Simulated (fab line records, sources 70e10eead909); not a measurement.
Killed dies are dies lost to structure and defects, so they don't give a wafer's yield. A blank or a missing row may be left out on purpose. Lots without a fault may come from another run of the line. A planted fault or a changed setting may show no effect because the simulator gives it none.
fab line records | flow nand_harc | part 2 of 2: steps 5 to 6 of 6
record lots=22 wafers=66 last_day=33
route steps=1302 shown A_STAIRCASE@872 A_SGD_CUT@901 A_SLIT@933 A_CONTACT@1004
lots that met no fault: from a run of the same line without faults
start_h: hours from the record's first day to the start of the lot's first wafer shown | wait_h: hours since the lot's step before | " the same as in the row above | L1.1+2: a row that stands for several wafers | - no value, or no start given | * or withheld: withheld | < > ~ a bound
route shown NAME@n: a module of which the file shows steps, and the number in the route of the first | usual: mean/standard deviation of fault-free wafers | same: alike in all rows | chamber/n: place in a boat | sites: the reading at each site | _std_site: their standard deviation | _edge_site: outer sites' mean less inner sites' | radius_mm: how far each site lies from the wafer's centre | mask NAME#n: copy n | behind: the tool/chamber that last shaped the wafer | hold: why the lot was held/for how many hours/how that ended | device: the transistor (n, p or np) that didn't switch | end of line: the same wafers' tests at the end of the route | a step without rows: its recipe alone | killed: dies lost to structure and defects at the first sort, not the wafer's yield | map: a wafer's dies, x killed, . not, _ none there
set.NAME: the setting as run; set.NAME@STEP: as run at that earlier step | model.NAME: the simulator's own value behind a step, which no gauge read
steps of the route over a sample of lots; a table a step, a row a wafer
services: from which hour (start_h, from the record's first day; less than 0 if before it) a tool's chamber was out of use, for how many hours, and why
## steps
# step NHARC_A_SLIT_ETCH_24
# recipe target_depth_a=1210 time_s=60.5 cf4_flow_sccm=100 chf3_flow_sccm=30 ar_flow_sccm=0 rf_w=500 bias_w=200 chemistry=CF4/CHF3
# usual chamber_pressure_mTorr=24.999/0.023 drypump_motor_current_A=5.8/0.45 mfc_ar_sccm=0.017/0.014 oes_product_au=0.967/0.013 rf_vpp_V=370.9/2.3 showerhead_plenum_p_Torr=1.58/0.066 throttle_valve_pct=16.803/0.0085
# columns lot.wafer tool chamber start_h wait_h chamber_pressure_mTorr drypump_motor_current_A mfc_ar_sccm oes_product_au rf_hours_counter_h rf_vpp_V showerhead_plenum_p_Torr throttle_valve_pct
L074.3 rie_diel-07 3 461.85 0.1 24.978 5.2 0 0.955 10.4 374.2 1.68 16.799
L074.1 " 1 " " 24.985 6.2 0.028 0.964 9.7 373.9 1.66 16.794
L074.6 " 3 " " 25.024 5.2 0 0.952 - 374.1 1.68 16.818
L077.4 rie_diel-03 2 475.06 0.1 24.997 5.7 0 0.953 0.1 366.5 1.48 16.807
L077.3 " 3 " " 24.981 6.6 0.009 0.950 0.0 369.3 1.55 16.813
L077.6 " 0 " " 24.969 5.2 0.029 0.972 - 368.8 1.51 16.810
L076.4 rie_diel-05 3 475.22 0.1 25.027 6.1 0 0.979 2.0 366.8 1.50 16.793
L076.1 " 0 " " 25.009 5.5 0.005 0.959 2.0 369.5 1.53 16.800
L076.5 " 1 " " 25.018 6.2 0.034 0.970 - 369.7 1.56 16.798
L075.4 rie_diel-03 2 475.99 0.1 24.958 5.7 0 0.980 0.6 367.7 1.48 16.787
L075.1 " 3 " " 24.979 6.6 0.009 0.965 0.5 368.6 1.55 16.804
L075.5 " 1 " " 24.993 4.8 0 0.981 - 369.1 1.51 16.813
L078.2 rie_diel-03 1 478.79 0.1 24.974 4.9 0 0.961 1.5 368.9 1.51 16.818
L078.3 " 0 " " 25.002 5.1 0.029 0.968 1.9 368.5 1.51 16.819
L078.5 " 2 " " 24.955 5.7 0 0.979 - 367.2 1.48 16.797
L079.3 rie_diel-07 1 507.77 0.1 25.015 6.2 0.028 0.964 0.6 372.6 1.66 16.806
L079.1 " 3 " " 25.035 5.2 0 0.962 0.5 374.3 1.68 16.792
L079.6 " 0 " " 25.041 5.8 0.035 0.951 - 371.9 1.63 16.810
L080.4 rie_diel-05 3 508.02 0.1 24.995 6.1 0 0.963 3.8 367.0 1.50 16.808
L080.1 " 0 " " 24.991 5.5 0.005 0.983 3.5 369.3 1.53 16.811
L080.6 " 2 " " 25.017 6.0 0.026 0.949 - 373.9 1.66 16.811
L081.2 rie_diel-07 1 521.63 0.1 25.033 6.2 0.028 0.980 1.7 372.2 1.65 16.794
L081.4 " 0 " " 24.927 5.8 0.035 0.968 2.0 371.9 1.63 16.808
L081.6 " 2 " " 24.988 5.9 0.026 0.982 - 372.0 1.61 16.793
L082.4 rie_diel-07 2 546.94 0.1 25.017 5.9 0.026 0.980 4.1 371.5 1.61 16.815
L082.3 " 3 " " 25.043 5.2 0 0.981 4.3 374.7 1.67 16.796
L082.6 " 2 " " 25.025 5.9 0.026 0.986 - 371.7 1.61 16.809
L085.1 rie_diel-07 0 556.82 0.1 25.003 5.8 0.035 0.962 4.7 372.8 1.63 16.789
L085.3 " 1 " " 25.009 6.2 0.028 0.956 3.3 373.3 1.66 16.812
L085.2 " 2 " " 24.973 5.8 0.026 0.932 4.9 371.6 1.61 16.794
L086.2 rie_diel-05 2 557.47 0.1 25.003 6.1 0.026 0.968 6.4 373.2 1.66 16.773
L086.3 " 1 " " 24.997 6.2 0.034 0.981 5.6 370.5 1.56 16.809
L086.6 " 3 " " 24.983 6.1 0 0.966 - 367.0 1.50 16.808
L084.2 rie_diel-07 2 560.62 0.1 25.024 5.9 0.026 0.970 5.5 372.2 1.61 16.812
L084.4 " 3 " " 24.983 5.2 0 0.966 - 373.4 1.67 16.814
L084.5 " 1 " " 24.976 6.2 0.028 0.965 - 372.1 1.65 16.804
L089.4 rie_diel-07 2 592.53 0.1 24.990 5.9 0.026 0.967 8.0 372.4 1.61 16.792
L089.1 " 1 " " 25.007 6.2 0.028 0.990 5.6 375.3 1.65 16.805
L089.6 " 2 " " 25.006 5.8 0.026 0.979 - 371.4 1.61 16.801
L087.3 rie_diel-03 3 592.68 0.1 25.008 6.6 0.009 0.961 5.3 369.3 1.55 16.809
L087.4 " 1 " " 24.988 4.8 0 0.953 4.9 369.8 1.51 16.807
L087.6 " 3 " " 24.990 6.6 0.009 0.958 - 370.7 1.55 16.800
L088.1 rie_diel-05 1 592.84 0.1 24.997 6.3 0.034 0.965 0.0 369.0 1.56 16.796
L088.4 " 2 " " 24.989 6.1 0.026 0.977 0.0 374.2 1.66 16.797
L088.5 " 0 " " 24.953 5.5 0.005 0.952 - 368.3 1.53 16.808
L091.3 rie_diel-05 1 614.85 0.1 25.012 6.3 0.034 0.960 1.0 371.2 1.56 16.812
L091.2 " 0 " " 25.018 5.5 0.005 0.952 1.4 369.4 1.53 16.807
L091.6 " 1 " " 25.030 6.2 0.034 0.963 - 370.3 1.56 16.806
L093.3 rie_diel-07 0 636.23 0.1 24.969 5.8 0.035 0.988 9.0 373.1 1.63 16.796
L093.4 " 2 " " 24.982 5.9 0.026 0.957 10.4 372.1 1.61 16.798
L093.6 " 1 " " 25.006 6.2 0.028 0.992 - 374.1 1.65 16.808
L090.1 rie_diel-05 3 636.49 0.1 25.012 6.1 0 0.961 3.2 368.9 1.50 16.801
L090.5 " 2 " " 25.010 6.1 0.026 0.969 - 373.1 1.66 16.799
L090.6 " 3 " " 25.016 6.1 0 0.959 - 366.9 1.50 16.813
L094.1 rie_diel-05 0 652.17 0.1 25.018 5.5 0.005 0.950 4.7 367.9 1.53 16.811
L094.4 " 2 " " 25.025 6.1 0.026 0.976 3.5 374.2 1.65 16.803
L094.2 " 3 " " 24.996 6.1 0 0.964 4.8 368.2 1.50 16.794
L095.2 rie_diel-07 1 659.41 0.1 25.046 6.2 0.028 0.981 0.2 372.1 1.65 16.808
L095.3 " 2 " " 24.993 5.8 0.026 0.970 0.2 370.9 1.61 16.796
L095.6 " 1 " " 24.998 6.2 0.028 0.981 - 373.8 1.65 16.804
L096.2 rie_diel-03 0 681.20 0.1 25.012 5.2 0.029 0.948 1.3 368.8 1.50 16.799
L096.4 " 1 " " 25.015 4.8 0 0.973 1.0 368.8 1.51 16.798
L096.5 " 0 " " 25.065 5.2 0.029 0.948 - 368.1 1.50 16.794
L097.2 rie_diel-05 0 681.51 0.1 24.978 5.5 0.005 0.975 5.6 369.5 1.53 16.789
L097.4 " 2 " " 25.015 6.1 0.026 0.954 5.0 373.5 1.65 16.794
L097.5 " 3 " " 24.995 6.1 0 0.953 - 368.5 1.50 16.800
# step NHARC_A_CONTACT_ETCH_51
# recipe target_depth_a=70000 over_etch_frac=0.3 time_s=1820 ion_energy_ev=150 o2_flow_sccm=400 cos_flow_sccm=20 ar_flow_sccm=0 rf_w=500 bias_w=300 chemistry=O2/COS
# usual chamber_pressure_mTorr=20.000/0.017 drypump_motor_current_A=5.70/0.3 mfc_ar_sccm=0.016/0.013 oes_product_au=1.003/0.0097 rf_vpp_V=314.1/2.2 showerhead_plenum_p_Torr=3.12/0.13 throttle_valve_pct=28.330/0.0088
# columns lot.wafer tool chamber start_h wait_h chamber_pressure_mTorr drypump_motor_current_A mfc_ar_sccm oes_product_au rf_hours_counter_h rf_vpp_V showerhead_plenum_p_Torr throttle_valve_pct
L074.1 rie_diel-12 3 - - 19.999 5.83 0.027 0.992 10 311.8 3.04 28.334
L074.3 " 2 " " 19.997 5.91 0.027 1.004 10 314.8 3.23 28.331
L074.6 " 3 " " 20.003 5.88 0.027 0.995 - 312.8 3.04 28.319
L077.3 rie_diel-12 0 - - 19.973 5.37 0.012 1.011 13 311.6 2.92 28.333
L077.6 " 0 " " 20.007 5.37 0.012 1.028 - 310.1 2.92 28.326
L077.4 " 2 " " 20.010 5.90 0.027 1.003 - 314.9 3.23 28.315
L076.1 rie_diel-02 0 - - 20.000 6.26 0 1.002 34 311.3 2.95 28.332
L076.4 " 2 " " 20.009 5.64 0 1.001 36 317.2 3.35 28.335
L076.5 " 3 " " 19.987 5.72 0.037 0.989 - 315.6 3.13 28.339
L075.1 rie_diel-12 1 - - 20.001 5.35 0 1.016 13 315.6 3.25 28.310
L075.4 " 0 " " 19.986 5.34 0.012 1.017 14 310.7 2.92 28.327
L075.5 " 2 " " 20.033 5.89 0.027 1.011 - 316.1 3.23 28.330
L078.2 rie_diel-12 2 - - 20.000 5.89 0.027 1.001 16 315.5 3.23 28.322
L078.3 " 0 " " 20.017 5.45 0.012 1.016 16 309.9 2.92 28.324
L078.5 " 3 " " 19.982 5.86 0.027 0.996 - 312.6 3.04 28.307
L079.1 rie_diel-12 3 - - 20.005 5.84 0.027 0.989 20 313.4 3.03 28.325
L079.3 " 2 " " 19.992 5.90 0.027 0.997 22 315.6 3.23 28.326
L079.6 " 3 " " 19.987 5.87 0.027 0.993 - 313.8 3.03 28.334
L080.4 rie_diel-02 2 - - 19.978 5.64 0 1.012 54 316.7 3.34 28.326
L080.1 " 1 " " 20.002 5.14 0.014 0.988 47 316.2 3.22 28.317
L080.6 " 3 " " 20.030 5.73 0.037 0.993 - 313.7 3.12 28.325
L081.4 rie_diel-12 2 - - 19.992 5.92 0.027 1.001 24 316.5 3.23 28.333
L081.2 " 3 " " 19.978 5.84 0.027 0.989 22 312.8 3.03 28.331
L081.6 " 1 " " 20.012 5.35 0 1.004 - 315.0 3.24 28.338
L082.3 rie_diel-13 0 - - 20.002 5.86 0.024 1.009 22 314.7 3.19 28.332
L082.4 " 2 " " 20.009 5.82 0.020 1.007 21 311.6 2.98 28.332
L082.6 " 3 " " 20.062 5.93 0 1.014 - 314.1 3.11 28.343
L085.2 rie_diel-02 2 - - 19.993 5.64 0 1.009 4 318.0 3.34 28.334
L085.3 " 3 " " 20.015 5.70 0.037 1.007 4 314.3 3.12 28.322
L085.1 " 1 " " 19.973 5.15 0.014 0.996 5 314.6 3.22 28.327
L086.2 rie_diel-13 2 - - 20.025 5.78 0.020 1.010 25 313.4 2.98 28.341
L086.3 " 0 " " 19.997 5.87 0.024 1.010 27 315.9 3.19 28.333
L086.6 " 2 " " 20.005 5.80 0.020 1.002 - 312.8 2.98 28.344
L084.4 rie_diel-02 2 - - 20.031 5.64 0 1.015 6 318.0 3.34 28.323
L084.2 " 3 " " 20.033 5.72 0.037 1.005 6 314.2 3.12 28.332
L084.5 " 2 " " 20.023 5.61 0 1.003 - 317.8 3.34 28.332
L088.1 rie_diel-02 1 - - 20.001 5.18 0.014 1.002 19 316.1 3.21 28.326
L088.4 " 3 " " 20.012 5.72 0.037 0.990 19 312.7 3.11 28.322
L088.5 " 1 " " 20.004 5.16 0.014 0.992 - 314.6 3.21 28.318
L089.1 rie_diel-12 2 - - 20.004 5.91 0.027 0.998 1 316.9 3.22 28.327
L089.4 " 1 " " 20.014 5.35 0 0.999 - 315.9 3.24 28.330
L089.6 " 2 " " 20.011 5.91 0.027 1.009 - 316.9 3.22 28.317
L087.3 rie_diel-12 1 - - 20.007 5.36 0 1.004 2 316.0 3.24 28.336
L087.6 " 0 " " 20.025 5.39 0.012 0.984 - 311.5 2.91 28.332
L087.4 " 2 " " 20.006 5.90 0.027 1.007 - 315.5 3.22 28.325
L091.3 rie_diel-13 2 - - 20.005 5.82 0.020 1.009 37 312.8 2.98 28.353
L091.2 " 3 " " 20.015 5.93 0 1.017 42 312.7 3.10 28.339
L091.6 " 0 " " 20.006 5.86 0.024 1.015 - 314.3 3.18 28.334
L090.1 rie_diel-13 3 - - 20.006 5.93 0 1.025 50 313.5 3.10 28.309
L090.5 " 0 " " 19.963 5.87 0.024 1.010 - 316.2 3.18 28.326
L090.6 " 1 " " 19.999 5.92 0.030 1.001 - 315.1 3.16 28.327
L093.3 rie_diel-12 2 - - 19.973 5.91 0.027 1.010 8 316.1 3.22 28.329
L093.4 " 3 " " 19.988 5.84 0.027 0.982 5 311.4 3.02 28.318
L093.6 " 1 " " 20.025 5.32 0 1.006 - 316.6 3.24 28.333
L094.1 rie_diel-02 3 - - 20.001 5.70 0.037 1.012 40 312.6 3.10 28.318
L094.2 " 0 " " 19.987 6.27 0 0.993 42 310.8 2.92 28.334
L094.4 " 1 " " 19.989 5.12 0.014 0.995 41 316.0 3.20 28.312
L095.3 rie_diel-13 0 - - 20.015 5.87 0.024 0.994 1 315.2 3.18 28.333
L095.2 " 1 " " 19.986 5.97 0.030 1.005 0 314.8 3.16 28.332
L095.6 " 3 " " 20.011 5.96 0 1.016 - 312.7 3.10 28.333
L096.2 rie_diel-12 0 - - 19.997 5.41 0.012 0.994 15 310.1 2.90 28.339
L096.4 " 1 " " 19.964 5.34 0 1.003 15 314.5 3.23 28.315
L096.5 " 3 " " 19.996 5.83 0.027 0.996 - 313.0 3.02 28.340
L097.2 rie_diel-02 0 - - 20.006 6.27 0 0.999 47 311.2 2.91 28.322
L097.4 " 1 " " 19.960 5.16 0.014 0.994 48 315.9 3.19 28.332
L097.5 " 0 " " 19.976 6.26 0 0.993 - 312.6 2.91 28.323
## services
# columns tool chamber start_h hours kind
plasma_asher-02 - 426.05 9.0 pm
rie_diel-13 - 444.72 1.3 repair
rie_diel-12 - 445.48 9.0 pm
plasma_asher-01 - 450.94 13.7 repair
plasma_asher-01 - 519.03 9.0 pm
rie_diel-13 - 519.58 9.0 pm
rie_diel-02 3 538.62 6.4 repair
rie_diel-07 1 543.46 2.5 repair
rie_diel-13 - 556.80 1.1 repair
rie_diel-07 0 560.11 10.3 repair
rie_diel-07 - 568.61 0.5 repair
rie_diel-02 - 571.06 9.0 pm
rie_diel-12 2 574.55 3.9 repair
plasma_asher-02 - 603.05 9.0 pm
rie_diel-12 - 622.48 9.0 pm
rie_diel-07 - 648.24 9.0 pm
rie_diel-13 0 653.55 4.0 repair
rie_diel-02 - 663.47 0.3 repair
rie_diel-12 - 669.03 5.1 repair
plasma_asher-01 - 672.29 1.6 repair
rie_diel-13 2 687.26 5.3 repair
plasma_asher-01 - 696.03 9.0 pm
rie_diel-13 - 696.58 9.0 pm
rie_diel-12 2 710.59 2.6 repair
